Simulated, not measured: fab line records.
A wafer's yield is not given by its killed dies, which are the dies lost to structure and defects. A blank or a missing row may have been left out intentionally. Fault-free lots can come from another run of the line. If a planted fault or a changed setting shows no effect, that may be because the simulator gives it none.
fab line records || flow nand-harc || part 2 of 2: steps 27 to 35 of 35
record: {"lots": 5, "wafers": 15, "last-day": 25}
route steps=1159 shown A_STAIRCASE@746 A_SGD_CUT@747 A_SLIT@779
lots that met no fault: from a run of the same line without faults
start-h: start of the lot's first displayed wafer, in hours after the record's first day || wait-h: hours elapsed since this lot's preceding step || " the same as in the row above || L1.1+2: several wafers, shown together as one row || - no value, or no start was given || * or withheld: withheld || < > ~ a bound
route shown NAME@n: names a module that has steps shown in the file, with the first one's number in the route || usual: mean/standard deviation of fault-free wafers || same: alike in all rows || chamber/n: place in a boat || sites: per-site readings || _std_site: how widely they spread, as a standard deviation || _edge_site: inner sites' mean taken away from outer sites' mean || radius-mm: how far each site lies from the wafer's centre || mask NAME#n: copy n || behind: the last tool/chamber to shape the wafer || hold: what put the lot on hold/how long, in hours/how the hold closed || device: which transistor (n, p or np) failed to switch || end of line: the same wafers' tests at the end of the route || where a step has no rows: the recipe by itself || killed: count of dies lost to structure and defects at first sort (not the wafer's yield) || map: a wafer's dies, marking killed ones x, the rest . and places with no die _
set.NAME: the setting as run; set.NAME@STEP: as run at that earlier step || model.NAME: the simulator's own value behind a step, which no gauge read
lots at selected steps of the route; one table per step, one row per wafer
services: from which hour (start-h, from the record's first day; less than 0 if before it) a tool's chamber was out of use, for how many hours, and why
== steps ==
step: NHARC_A_SGD_CUT_CMP_21
recipe: {"target-thk-nm": 148.19}
usual: {"motor-current-A": "11.9/1", "retaining-ring-pressure-frac": "1.000/0.0052", "time-to-endpoint-s": "52/3.5"}
{"lot.wafer": "L076.2", "tool": "cmp-02", "chamber": 0, "start-h": 318.53, "wait-h": 0.4, "motor-current-A": 11.1, "retaining-ring-pressure-frac": 0.997, "time-to-endpoint-s": 55}
{"lot.wafer": "L076.4", "tool": "cmp-02", "chamber": 1, "start-h": 318.53, "wait-h": 0.4, "motor-current-A": 11.9, "retaining-ring-pressure-frac": 1.001, "time-to-endpoint-s": 59}
{"lot.wafer": "L076.5", "tool": "cmp-02", "chamber": 0, "start-h": 318.53, "wait-h": 0.4, "motor-current-A": 11.3, "retaining-ring-pressure-frac": 1.002, "time-to-endpoint-s": 57}
{"lot.wafer": "L079.1", "tool": "cmp-02", "chamber": 1, "start-h": 338.50, "wait-h": 0.4, "motor-current-A": 11.8, "retaining-ring-pressure-frac": 0.996, "time-to-endpoint-s": 60}
{"lot.wafer": "L079.6", "tool": "cmp-02", "chamber": 1, "start-h": 338.50, "wait-h": 0.4, "motor-current-A": 12.4, "retaining-ring-pressure-frac": 0.994, "time-to-endpoint-s": 59}
{"lot.wafer": "L079.5", "tool": "cmp-02", "chamber": 2, "start-h": 338.50, "wait-h": 0.4, "motor-current-A": 11.2, "retaining-ring-pressure-frac": 1.006, "time-to-endpoint-s": 53}
{"lot.wafer": "L082.2", "tool": "cmp-01", "chamber": 3, "start-h": 365.06, "wait-h": 0.4, "motor-current-A": 10.8, "retaining-ring-pressure-frac": 1.007, "time-to-endpoint-s": 49}
{"lot.wafer": "L082.1", "tool": "cmp-01", "chamber": 0, "start-h": 365.06, "wait-h": 0.4, "motor-current-A": 12.7, "retaining-ring-pressure-frac": 1.001, "time-to-endpoint-s": 52}
{"lot.wafer": "L082.4", "tool": "cmp-01", "chamber": 2, "start-h": 365.06, "wait-h": 0.4, "motor-current-A": 13.1, "retaining-ring-pressure-frac": 1.000, "time-to-endpoint-s": 49}
{"lot.wafer": "L087.2", "tool": "cmp-01", "chamber": 3, "start-h": 390.07, "wait-h": 0.4, "motor-current-A": 10.7, "retaining-ring-pressure-frac": 1.001, "time-to-endpoint-s": 51}
{"lot.wafer": "L087.4", "tool": "cmp-01", "chamber": 0, "start-h": 390.07, "wait-h": 0.4, "motor-current-A": 12.7, "retaining-ring-pressure-frac": 1.001, "time-to-endpoint-s": 46}
{"lot.wafer": "L087.6", "tool": "cmp-01", "chamber": 1, "start-h": 390.07, "wait-h": 0.4, "motor-current-A": 12.0, "retaining-ring-pressure-frac": 1.004, "time-to-endpoint-s": 53}
{"lot.wafer": "L094.2", "tool": "cmp-02", "chamber": 1, "start-h": 429.83, "wait-h": 0.4, "motor-current-A": 11.8, "retaining-ring-pressure-frac": 1.009, "time-to-endpoint-s": 56}
{"lot.wafer": "L094.3", "tool": "cmp-02", "chamber": 2, "start-h": 429.83, "wait-h": 0.4, "motor-current-A": 11.0, "retaining-ring-pressure-frac": 1.005, "time-to-endpoint-s": 52}
{"lot.wafer": "L094.5", "tool": "cmp-02", "chamber": 2, "start-h": 429.83, "wait-h": 0.4, "motor-current-A": 10.6, "retaining-ring-pressure-frac": 0.997, "time-to-endpoint-s": 49}
step: NHARC_A_SGD_CUT_THK_MEAS_22
recipe: {"thk-meas-gauge": "ellipsometry"}
usual: {"thk-nm": "148.7/1.5"}
{"lot.wafer": "L076.2", "tool": "film-metro-02", "chamber": "-", "start-h": 318.79, "wait-h": 0.2, "thk-nm": 149.2}
{"lot.wafer": "L076.4", "tool": "film-metro-02", "chamber": "-", "start-h": 318.79, "wait-h": 0.2, "thk-nm": 149.8}
{"lot.wafer": "L076.5", "tool": "film-metro-02", "chamber": "-", "start-h": 318.79, "wait-h": 0.2, "thk-nm": 147.1}
{"lot.wafer": "L079.1", "tool": "film-metro-02", "chamber": "-", "start-h": 338.75, "wait-h": 0.2, "thk-nm": 148.9}
{"lot.wafer": "L079.5", "tool": "film-metro-02", "chamber": "-", "start-h": 338.75, "wait-h": 0.2, "thk-nm": 147.8}
{"lot.wafer": "L079.6", "tool": "film-metro-02", "chamber": "-", "start-h": 338.75, "wait-h": 0.2, "thk-nm": 149.5}
{"lot.wafer": "L082.1", "tool": "film-metro-02", "chamber": "-", "start-h": 365.32, "wait-h": 0.2, "thk-nm": 147.9}
{"lot.wafer": "L082.2", "tool": "film-metro-02", "chamber": "-", "start-h": 365.32, "wait-h": 0.2, "thk-nm": 147.5}
{"lot.wafer": "L082.4", "tool": "film-metro-02", "chamber": "-", "start-h": 365.32, "wait-h": 0.2, "thk-nm": 148.0}
{"lot.wafer": "L087.2", "tool": "film-metro-02", "chamber": "-", "start-h": 390.27, "wait-h": 0.2, "thk-nm": 149.6}
{"lot.wafer": "L087.4", "tool": "film-metro-02", "chamber": "-", "start-h": 390.27, "wait-h": 0.2, "thk-nm": 149.4}
{"lot.wafer": "L087.6", "tool": "film-metro-02", "chamber": "-", "start-h": 390.27, "wait-h": 0.2, "thk-nm": 151.3}
{"lot.wafer": "L094.2", "tool": "film-metro-01", "chamber": "-", "start-h": 430.08, "wait-h": 0.2, "thk-nm": 149.7}
{"lot.wafer": "L094.3", "tool": "film-metro-01", "chamber": "-", "start-h": 430.08, "wait-h": 0.2, "thk-nm": 145.9}
{"lot.wafer": "L094.5", "tool": "film-metro-01", "chamber": "-", "start-h": 430.08, "wait-h": 0.2, "thk-nm": 146.6}
step: NHARC_A_SGD_CUT_SRD_23
{"lot.wafer": "L076.2+5+4", "tool": "wet-bench-03", "chamber": "6,7,0", "start-h": 318.84, "wait-h": 0.1}
{"lot.wafer": "L079.6+5+1", "tool": "wet-bench-09", "chamber": "6,7,2", "start-h": 338.80, "wait-h": 0.0}
{"lot.wafer": "L082.2+1+4", "tool": "wet-bench-02", "chamber": "0,1,3", "start-h": 365.36, "wait-h": 0.0}
{"lot.wafer": "L087.2+6+4", "tool": "wet-bench-02", "chamber": "4,5,7", "start-h": 390.33, "wait-h": 0.1}
{"lot.wafer": "L094.3+5+2", "tool": "wet-bench-02", "chamber": "2,4,5", "start-h": 430.13, "wait-h": 0.0}
step: NHARC_A_SGD_CUT_ETCH_26
recipe: {"target-depth-a": 458, "chemistry": "dHF", "material": "SiO2"}
{"lot.wafer": "L076.2+5+4", "tool": "wet-bench-03", "chamber": "6,7,0", "start-h": 318.87, "wait-h": 0.0}
{"lot.wafer": "L079.6+5+1", "tool": "wet-bench-09", "chamber": "6,7,2", "start-h": 338.85, "wait-h": 0.0}
{"lot.wafer": "L082.2+1+4", "tool": "wet-bench-02", "chamber": "0,1,3", "start-h": 365.39, "wait-h": 0.0}
{"lot.wafer": "L087.2+6+4", "tool": "wet-bench-02", "chamber": "4,5,7", "start-h": 390.38, "wait-h": 0.0}
{"lot.wafer": "L094.3+5+2", "tool": "wet-bench-02", "chamber": "2,4,5", "start-h": 430.16, "wait-h": 0.0}
step: NHARC_A_SGD_CUT_ETCHBACK_24
recipe: {"target-depth-a": 500, "over-etch-frac": 0.3, "time-s": 92.857, "ion-energy-ev": 120, "ch3f-flow-sccm": 50, "o2-flow-sccm": 30, "ar-flow-sccm": 200, "rf-w": 500, "bias-w": 100, "chemistry": "CH3F/O2"}
usual: {"drypump-motor-current-A": "5.6/0.45", "oes-product-au": "0.97/0.038", "rf-vpp-V": "244.2/1.7", "showerhead-plenum-p-Torr": "2.44/0.11", "throttle-valve-pct": "20.663/0.0079"}
{"lot.wafer": "L076.2", "tool": "rie-diel-04", "chamber": 0, "start-h": 319.01, "wait-h": 0.1, "drypump-motor-current-A": 5.3, "oes-product-au": 0.94, "rf-hours-counter-h": 3, "rf-vpp-V": 242.8, "showerhead-plenum-p-Torr": 2.35, "throttle-valve-pct": 20.675}
{"lot.wafer": "L076.4", "tool": "rie-diel-04", "chamber": 3, "start-h": 319.01, "wait-h": 0.1, "drypump-motor-current-A": 6.5, "oes-product-au": 0.92, "rf-hours-counter-h": 3, "rf-vpp-V": 244.5, "showerhead-plenum-p-Torr": 2.51, "throttle-valve-pct": 20.663}
{"lot.wafer": "L076.5", "tool": "rie-diel-04", "chamber": 0, "start-h": 319.01, "wait-h": 0.1, "drypump-motor-current-A": 5.3, "oes-product-au": 0.94, "rf-hours-counter-h": "-", "rf-vpp-V": 245.0, "showerhead-plenum-p-Torr": 2.36, "throttle-valve-pct": 20.662}
{"lot.wafer": "L079.1", "tool": "rie-diel-08", "chamber": 2, "start-h": 339.07, "wait-h": 0.2, "drypump-motor-current-A": 6.1, "oes-product-au": 0.91, "rf-hours-counter-h": 3, "rf-vpp-V": 243.7, "showerhead-plenum-p-Torr": 2.44, "throttle-valve-pct": 20.645}
{"lot.wafer": "L079.5", "tool": "rie-diel-08", "chamber": 3, "start-h": 339.07, "wait-h": 0.2, "drypump-motor-current-A": 5.4, "oes-product-au": 0.92, "rf-hours-counter-h": "-", "rf-vpp-V": 242.4, "showerhead-plenum-p-Torr": 2.30, "throttle-valve-pct": 20.665}
{"lot.wafer": "L079.6", "tool": "rie-diel-08", "chamber": 2, "start-h": 339.07, "wait-h": 0.2, "drypump-motor-current-A": 6.0, "oes-product-au": 0.91, "rf-hours-counter-h": "-", "rf-vpp-V": 242.8, "showerhead-plenum-p-Torr": 2.44, "throttle-valve-pct": 20.667}
{"lot.wafer": "L082.2", "tool": "rie-diel-08", "chamber": 3, "start-h": 365.54, "wait-h": 0.1, "drypump-motor-current-A": 5.4, "oes-product-au": 0.99, "rf-hours-counter-h": 4, "rf-vpp-V": 241.5, "showerhead-plenum-p-Torr": 2.30, "throttle-valve-pct": 20.657}
{"lot.wafer": "L082.1", "tool": "rie-diel-08", "chamber": 2, "start-h": 365.54, "wait-h": 0.1, "drypump-motor-current-A": 6.1, "oes-product-au": 0.99, "rf-hours-counter-h": 4, "rf-vpp-V": 245.6, "showerhead-plenum-p-Torr": 2.44, "throttle-valve-pct": 20.664}
{"lot.wafer": "L082.4", "tool": "rie-diel-08", "chamber": 1, "start-h": 365.54, "wait-h": 0.1, "drypump-motor-current-A": 5.8, "oes-product-au": 1.00, "rf-hours-counter-h": "-", "rf-vpp-V": 247.6, "showerhead-plenum-p-Torr": 2.62, "throttle-valve-pct": 20.660}
{"lot.wafer": "L087.2", "tool": "rie-diel-08", "chamber": 3, "start-h": 390.58, "wait-h": 0.2, "drypump-motor-current-A": 5.4, "oes-product-au": 0.97, "rf-hours-counter-h": 6, "rf-vpp-V": 242.2, "showerhead-plenum-p-Torr": 2.30, "throttle-valve-pct": 20.660}
{"lot.wafer": "L087.4", "tool": "rie-diel-08", "chamber": 2, "start-h": 390.58, "wait-h": 0.2, "drypump-motor-current-A": 6.0, "oes-product-au": 0.96, "rf-hours-counter-h": 6, "rf-vpp-V": 245.6, "showerhead-plenum-p-Torr": 2.44, "throttle-valve-pct": 20.651}
{"lot.wafer": "L087.6", "tool": "rie-diel-08", "chamber": 0, "start-h": 390.58, "wait-h": 0.2, "drypump-motor-current-A": 5.8, "oes-product-au": 0.97, "rf-hours-counter-h": "-", "rf-vpp-V": 243.8, "showerhead-plenum-p-Torr": 2.37, "throttle-valve-pct": 20.674}
{"lot.wafer": "L094.2", "tool": "rie-diel-01", "chamber": 2, "start-h": 430.31, "wait-h": 0.1, "drypump-motor-current-A": 5.7, "oes-product-au": 1.00, "rf-hours-counter-h": 13, "rf-vpp-V": 244.8, "showerhead-plenum-p-Torr": 2.62, "throttle-valve-pct": 20.653}
{"lot.wafer": "L094.3", "tool": "rie-diel-01", "chamber": 0, "start-h": 430.31, "wait-h": 0.1, "drypump-motor-current-A": 4.9, "oes-product-au": 1.01, "rf-hours-counter-h": 14, "rf-vpp-V": 243.6, "showerhead-plenum-p-Torr": 2.46, "throttle-valve-pct": 20.678}
{"lot.wafer": "L094.5", "tool": "rie-diel-01", "chamber": 3, "start-h": 430.31, "wait-h": 0.1, "drypump-motor-current-A": 5.8, "oes-product-au": 1.00, "rf-hours-counter-h": "-", "rf-vpp-V": 243.3, "showerhead-plenum-p-Torr": 2.37, "throttle-valve-pct": 20.662}
step: NHARC_A_SGD_CUT_STRIP_28
recipe: {"time-s": 20, "o2-flow-sccm": 500, "ar-flow-sccm": 0, "bias-w": 0, "chemistry": "O2"}
usual: {"drypump-motor-current-A": "5.6/0.46", "oes-product-au": "0.999/0.014", "rf-vpp-V": "57.6/0.91", "showerhead-plenum-p-Torr": "3.52/0.15", "throttle-valve-pct": "17.037/0.0082"}
{"lot.wafer": "L076.2", "tool": "rie-diel-04", "chamber": 0, "start-h": "-", "wait-h": "-", "drypump-motor-current-A": 5.3, "oes-product-au": 1.008, "rf-hours-counter-h": 3, "rf-vpp-V": 56.1, "showerhead-plenum-p-Torr": 3.38, "throttle-valve-pct": 17.021}
{"lot.wafer": "L076.4", "tool": "rie-diel-04", "chamber": 1, "start-h": "-", "wait-h": "-", "drypump-motor-current-A": 5.0, "oes-product-au": 1.027, "rf-hours-counter-h": 3, "rf-vpp-V": 57.8, "showerhead-plenum-p-Torr": 3.47, "throttle-valve-pct": 17.041}
{"lot.wafer": "L076.5", "tool": "rie-diel-04", "chamber": 3, "start-h": "-", "wait-h": "-", "drypump-motor-current-A": 6.5, "oes-product-au": 0.988, "rf-hours-counter-h": "-", "rf-vpp-V": 57.3, "showerhead-plenum-p-Torr": 3.59, "throttle-valve-pct": 17.036}
{"lot.wafer": "L079.1", "tool": "rie-diel-08", "chamber": 1, "start-h": 339.21, "wait-h": 0.1, "drypump-motor-current-A": 5.8, "oes-product-au": 1.007, "rf-hours-counter-h": 2, "rf-vpp-V": 57.4, "showerhead-plenum-p-Torr": 3.76, "throttle-valve-pct": 17.047}
{"lot.wafer": "L079.5", "tool": "rie-diel-08", "chamber": 2, "start-h": 339.21, "wait-h": 0.1, "drypump-motor-current-A": 6.1, "oes-product-au": 0.987, "rf-hours-counter-h": "-", "rf-vpp-V": 57.6, "showerhead-plenum-p-Torr": 3.50, "throttle-valve-pct": 17.030}
{"lot.wafer": "L079.6", "tool": "rie-diel-08", "chamber": 3, "start-h": 339.21, "wait-h": 0.1, "drypump-motor-current-A": 5.4, "oes-product-au": 0.989, "rf-hours-counter-h": "-", "rf-vpp-V": 56.9, "showerhead-plenum-p-Torr": 3.30, "throttle-valve-pct": 17.027}
{"lot.wafer": "L082.2", "tool": "rie-diel-08", "chamber": 1, "start-h": 365.71, "wait-h": 0.1, "drypump-motor-current-A": 5.8, "oes-product-au": 1.003, "rf-hours-counter-h": 4, "rf-vpp-V": 59.7, "showerhead-plenum-p-Torr": 3.75, "throttle-valve-pct": 17.025}
{"lot.wafer": "L082.1", "tool": "rie-diel-08", "chamber": 2, "start-h": 365.71, "wait-h": 0.1, "drypump-motor-current-A": 6.1, "oes-product-au": 0.987, "rf-hours-counter-h": 4, "rf-vpp-V": 57.3, "showerhead-plenum-p-Torr": 3.50, "throttle-valve-pct": 17.036}
{"lot.wafer": "L082.4", "tool": "rie-diel-08", "chamber": 1, "start-h": 365.71, "wait-h": 0.1, "drypump-motor-current-A": 5.8, "oes-product-au": 1.002, "rf-hours-counter-h": "-", "rf-vpp-V": 57.9, "showerhead-plenum-p-Torr": 3.75, "throttle-valve-pct": 17.031}
{"lot.wafer": "L087.2", "tool": "rie-diel-08", "chamber": 0, "start-h": "-", "wait-h": "-", "drypump-motor-current-A": 5.9, "oes-product-au": 0.990, "rf-hours-counter-h": 4, "rf-vpp-V": 55.8, "showerhead-plenum-p-Torr": 3.40, "throttle-valve-pct": 17.036}
{"lot.wafer": "L087.4", "tool": "rie-diel-08", "chamber": 1, "start-h": "-", "wait-h": "-", "drypump-motor-current-A": 5.8, "oes-product-au": 1.000, "rf-hours-counter-h": 6, "rf-vpp-V": 57.5, "showerhead-plenum-p-Torr": 3.75, "throttle-valve-pct": 17.046}
{"lot.wafer": "L087.6", "tool": "rie-diel-08", "chamber": 2, "start-h": "-", "wait-h": "-", "drypump-motor-current-A": 6.1, "oes-product-au": 0.978, "rf-hours-counter-h": "-", "rf-vpp-V": 57.7, "showerhead-plenum-p-Torr": 3.50, "throttle-valve-pct": 17.026}
{"lot.wafer": "L094.3", "tool": "rie-diel-01", "chamber": 1, "start-h": "-", "wait-h": "-", "drypump-motor-current-A": 5.2, "oes-product-au": 0.984, "rf-hours-counter-h": 14, "rf-vpp-V": 57.7, "showerhead-plenum-p-Torr": 3.38, "throttle-valve-pct": 17.040}
{"lot.wafer": "L094.2", "tool": "rie-diel-01", "chamber": 2, "start-h": "-", "wait-h": "-", "drypump-motor-current-A": 5.7, "oes-product-au": 0.989, "rf-hours-counter-h": 13, "rf-vpp-V": 57.1, "showerhead-plenum-p-Torr": 3.75, "throttle-valve-pct": 17.034}
{"lot.wafer": "L094.5", "tool": "rie-diel-01", "chamber": 2, "start-h": "-", "wait-h": "-", "drypump-motor-current-A": 5.7, "oes-product-au": 0.998, "rf-hours-counter-h": "-", "rf-vpp-V": 58.0, "showerhead-plenum-p-Torr": 3.75, "throttle-valve-pct": 17.027}
step: NHARC_A_SGD_CUT_INSPECT_25
usual: {"raw-defect-count": "328/100"}
{"lot.wafer": "L076.2", "tool": "defect-inspect-02", "chamber": "-", "start-h": 319.29, "wait-h": "-", "raw-defect-count": 440}
{"lot.wafer": "L076.4", "tool": "defect-inspect-02", "chamber": "-", "start-h": 319.29, "wait-h": "-", "raw-defect-count": 384}
{"lot.wafer": "L076.5", "tool": "defect-inspect-02", "chamber": "-", "start-h": 319.29, "wait-h": "-", "raw-defect-count": 733}
{"lot.wafer": "L079.1", "tool": "defect-inspect-02", "chamber": "-", "start-h": 339.31, "wait-h": "-", "raw-defect-count": 359}
{"lot.wafer": "L079.5", "tool": "defect-inspect-02", "chamber": "-", "start-h": 339.31, "wait-h": "-", "raw-defect-count": 421}
{"lot.wafer": "L079.6", "tool": "defect-inspect-02", "chamber": "-", "start-h": 339.31, "wait-h": "-", "raw-defect-count": 282}
{"lot.wafer": "L082.1", "tool": "defect-inspect-02", "chamber": "-", "start-h": 365.82, "wait-h": "-", "raw-defect-count": 351}
{"lot.wafer": "L082.2", "tool": "defect-inspect-02", "chamber": "-", "start-h": 365.82, "wait-h": "-", "raw-defect-count": 280}
{"lot.wafer": "L082.4", "tool": "defect-inspect-02", "chamber": "-", "start-h": 365.82, "wait-h": "-", "raw-defect-count": 314}
{"lot.wafer": "L087.2", "tool": "defect-inspect-01", "chamber": "-", "start-h": 390.83, "wait-h": "-", "raw-defect-count": 315}
{"lot.wafer": "L087.4", "tool": "defect-inspect-01", "chamber": "-", "start-h": 390.83, "wait-h": "-", "raw-defect-count": 237}
{"lot.wafer": "L087.6", "tool": "defect-inspect-01", "chamber": "-", "start-h": 390.83, "wait-h": "-", "raw-defect-count": 268}
{"lot.wafer": "L094.2", "tool": "defect-inspect-01", "chamber": "-", "start-h": 430.55, "wait-h": "-", "raw-defect-count": 321}
{"lot.wafer": "L094.3", "tool": "defect-inspect-01", "chamber": "-", "start-h": 430.55, "wait-h": "-", "raw-defect-count": 321}
{"lot.wafer": "L094.5", "tool": "defect-inspect-01", "chamber": "-", "start-h": 430.55, "wait-h": "-", "raw-defect-count": 298}
step: NHARC_A_SLIT_DEP_25
recipe: {"target-thk-a": 2000, "temp-c": 400, "pressure-torr": 6.5, "rf-w": 900, "teos-flow-sccm": 161.4, "flow-sccm": 2650, "target-thk-nm": 200, "gas": "O2", "material": "SiO2"}
usual: {"heater-power-outer-w": "329/50", "heater-power-w": "558/76", "showerhead-vpp-V": "1837/73", "throttle-valve-pct": "15.6/0.71"}
{"lot.wafer": "L076.2", "tool": "pecvd-04", "chamber": 0, "start-h": 319.35, "wait-h": 0.1, "heater-power-outer-w": 255, "heater-power-w": 472, "showerhead-vpp-V": 1846, "throttle-valve-pct": 16.0}
{"lot.wafer": "L076.5", "tool": "pecvd-04", "chamber": 0, "start-h": 319.35, "wait-h": 0.1, "heater-power-outer-w": 259, "heater-power-w": 470, "showerhead-vpp-V": 1869, "throttle-valve-pct": 16.0}
{"lot.wafer": "L076.4", "tool": "pecvd-04", "chamber": 1, "start-h": 319.35, "wait-h": 0.1, "heater-power-outer-w": 314, "heater-power-w": 528, "showerhead-vpp-V": 1955, "throttle-valve-pct": 15.9}
{"lot.wafer": "L079.1", "tool": "pecvd-04", "chamber": 2, "start-h": 339.45, "wait-h": 0.1, "heater-power-outer-w": 303, "heater-power-w": 516, "showerhead-vpp-V": 1749, "throttle-valve-pct": 16.0}
{"lot.wafer": "L079.5", "tool": "pecvd-04", "chamber": 0, "start-h": 339.45, "wait-h": 0.1, "heater-power-outer-w": 298, "heater-power-w": 526, "showerhead-vpp-V": 1842, "throttle-valve-pct": 15.9}
{"lot.wafer": "L079.6", "tool": "pecvd-04", "chamber": 2, "start-h": 339.45, "wait-h": 0.1, "heater-power-outer-w": 317, "heater-power-w": 532, "showerhead-vpp-V": 1752, "throttle-valve-pct": 16.1}
{"lot.wafer": "L082.2", "tool": "pecvd-04", "chamber": 0, "start-h": 365.92, "wait-h": 0.1, "heater-power-outer-w": 295, "heater-power-w": 503, "showerhead-vpp-V": 1843, "throttle-valve-pct": 16.4}
{"lot.wafer": "L082.1", "tool": "pecvd-04", "chamber": 1, "start-h": 365.92, "wait-h": 0.1, "heater-power-outer-w": 311, "heater-power-w": 505, "showerhead-vpp-V": 1940, "throttle-valve-pct": 16.3}
{"lot.wafer": "L082.4", "tool": "pecvd-04", "chamber": 1, "start-h": 365.92, "wait-h": 0.1, "heater-power-outer-w": 327, "heater-power-w": 511, "showerhead-vpp-V": 1952, "throttle-valve-pct": 15.8}
{"lot.wafer": "L087.2", "tool": "pecvd-02", "chamber": 0, "start-h": 391.09, "wait-h": 0.3, "heater-power-outer-w": 352, "heater-power-w": 625, "showerhead-vpp-V": 1832, "throttle-valve-pct": 14.6}
{"lot.wafer": "L087.4", "tool": "pecvd-02", "chamber": 2, "start-h": 391.09, "wait-h": 0.3, "heater-power-outer-w": 249, "heater-power-w": 463, "showerhead-vpp-V": 1965, "throttle-valve-pct": 14.3}
{"lot.wafer": "L087.6", "tool": "pecvd-02", "chamber": 0, "start-h": 391.09, "wait-h": 0.3, "heater-power-outer-w": 360, "heater-power-w": 631, "showerhead-vpp-V": 1865, "throttle-valve-pct": 14.6}
{"lot.wafer": "L094.3", "tool": "pecvd-02", "chamber": 1, "start-h": 430.62, "wait-h": 0.1, "heater-power-outer-w": 311, "heater-power-w": 480, "showerhead-vpp-V": 1734, "throttle-valve-pct": 16.2}
{"lot.wafer": "L094.2", "tool": "pecvd-02", "chamber": 0, "start-h": 430.62, "wait-h": 0.1, "heater-power-outer-w": 364, "heater-power-w": 623, "showerhead-vpp-V": 1799, "throttle-valve-pct": 14.8}
{"lot.wafer": "L094.5", "tool": "pecvd-02", "chamber": 0, "start-h": 430.62, "wait-h": 0.1, "heater-power-outer-w": 386, "heater-power-w": 643, "showerhead-vpp-V": 1842, "throttle-valve-pct": 14.6}
step: NHARC_A_SLIT_DEP_00
recipe: {"target-thk-a": 32000, "temp-c": 400, "material": "aC"}
usual: {"throttle-valve-pct": "35.000/0.0083"}
{"lot.wafer": "L076.2", "tool": "acl-dep-01", "chamber": 0, "start-h": 321.37, "wait-h": "-", "throttle-valve-pct": 35.005}
{"lot.wafer": "L076.4", "tool": "acl-dep-01", "chamber": 0, "start-h": 321.37, "wait-h": "-", "throttle-valve-pct": 34.998}
{"lot.wafer": "L076.5", "tool": "acl-dep-01", "chamber": 0, "start-h": 321.37, "wait-h": "-", "throttle-valve-pct": 35.003}
{"lot.wafer": "L079.1", "tool": "acl-dep-03", "chamber": 0, "start-h": 339.71, "wait-h": "-", "throttle-valve-pct": 34.999}
{"lot.wafer": "L079.5", "tool": "acl-dep-03", "chamber": 0, "start-h": 341.04, "wait-h": "-", "throttle-valve-pct": 35.001}
{"lot.wafer": "L079.6", "tool": "acl-dep-03", "chamber": 0, "start-h": 341.04, "wait-h": "-", "throttle-valve-pct": 34.999}
{"lot.wafer": "L082.1", "tool": "acl-dep-01", "chamber": 0, "start-h": 366.25, "wait-h": "-", "throttle-valve-pct": 35.001}
{"lot.wafer": "L082.2", "tool": "acl-dep-01", "chamber": 0, "start-h": 366.25, "wait-h": "-", "throttle-valve-pct": 34.991}
{"lot.wafer": "L082.4", "tool": "acl-dep-01", "chamber": 0, "start-h": 366.25, "wait-h": "-", "throttle-valve-pct": 34.989}
{"lot.wafer": "L087.2", "tool": "acl-dep-03", "chamber": 0, "start-h": 393.33, "wait-h": "-", "throttle-valve-pct": 34.978}
{"lot.wafer": "L087.4", "tool": "acl-dep-03", "chamber": 0, "start-h": 393.33, "wait-h": "-", "throttle-valve-pct": 35.003}
{"lot.wafer": "L087.6", "tool": "acl-dep-03", "chamber": 0, "start-h": 393.33, "wait-h": "-", "throttle-valve-pct": 35.012}
{"lot.wafer": "L094.2", "tool": "acl-dep-03", "chamber": 0, "start-h": 431.94, "wait-h": "-", "throttle-valve-pct": 35.006}
{"lot.wafer": "L094.3", "tool": "acl-dep-03", "chamber": 0, "start-h": 431.94, "wait-h": "-", "throttle-valve-pct": 35.008}
{"lot.wafer": "L094.5", "tool": "acl-dep-03", "chamber": 0, "start-h": 431.94, "wait-h": "-", "throttle-valve-pct": 35.000}
== services ==
{"tool": "fcvd-01", "chamber": "-", "start-h": 292.00, "hours": 13.0, "kind": "pm"}
{"tool": "litho-track-06", "chamber": "-", "start-h": 292.00, "hours": 7.0, "kind": "pm"}
{"tool": "pecvd-04", "chamber": "-", "start-h": 300.75, "hours": 2.5, "kind": "repair"}
{"tool": "rie-diel-08", "chamber": "-", "start-h": 301.80, "hours": 9.0, "kind": "pm"}
{"tool": "wet-bench-02", "chamber": "-", "start-h": 305.83, "hours": 0.9, "kind": "repair"}
{"tool": "arfi-scanner-03", "chamber": "-", "start-h": 312.02, "hours": 4.0, "kind": "pm"}
{"tool": "rie-diel-01", "chamber": "-", "start-h": 314.80, "hours": 9.0, "kind": "pm"}
{"tool": "litho-track-04", "chamber": "-", "start-h": 316.00, "hours": 7.0, "kind": "pm"}
{"tool": "wet-bench-03", "chamber": "-", "start-h": 322.40, "hours": 8.0, "kind": "pm"}
{"tool": "cmp-02", "chamber": "-", "start-h": 324.50, "hours": 4.0, "kind": "pm"}
{"tool": "rie-diel-01", "chamber": 0, "start-h": 324.94, "hours": 6.4, "kind": "repair"}
{"tool": "rie-diel-01", "chamber": 1, "start-h": 327.34, "hours": 3.5, "kind": "repair"}
{"tool": "arfi-scanner-03", "chamber": "-", "start-h": 327.47, "hours": 2.7, "kind": "repair"}
{"tool": "rie-diel-08", "chamber": 0, "start-h": 331.78, "hours": 9.1, "kind": "repair"}
{"tool": "wet-bench-02", "chamber": "-", "start-h": 356.05, "hours": 8.0, "kind": "pm"}
{"tool": "rie-diel-08", "chamber": 0, "start-h": 359.31, "hours": 13.6, "kind": "repair"}
{"tool": "rie-diel-04", "chamber": 1, "start-h": 362.13, "hours": 7.4, "kind": "repair"}
{"tool": "arfi-scanner-03", "chamber": "-", "start-h": 363.55, "hours": 4.0, "kind": "repair"}
{"tool": "rie-diel-01", "chamber": 3, "start-h": 369.76, "hours": 5.5, "kind": "repair"}
{"tool": "rie-diel-01", "chamber": 2, "start-h": 372.73, "hours": 8.3, "kind": "repair"}
{"tool": "pecvd-04", "chamber": "-", "start-h": 376.00, "hours": 13.0, "kind": "pm"}
{"tool": "arfi-scanner-03", "chamber": "-", "start-h": 393.21, "hours": 0.4, "kind": "repair"}
{"tool": "cmp-02", "chamber": "-", "start-h": 394.32, "hours": 3.2, "kind": "repair"}
{"tool": "acl-dep-03", "chamber": "-", "start-h": 406.25, "hours": 13.0, "kind": "pm"}
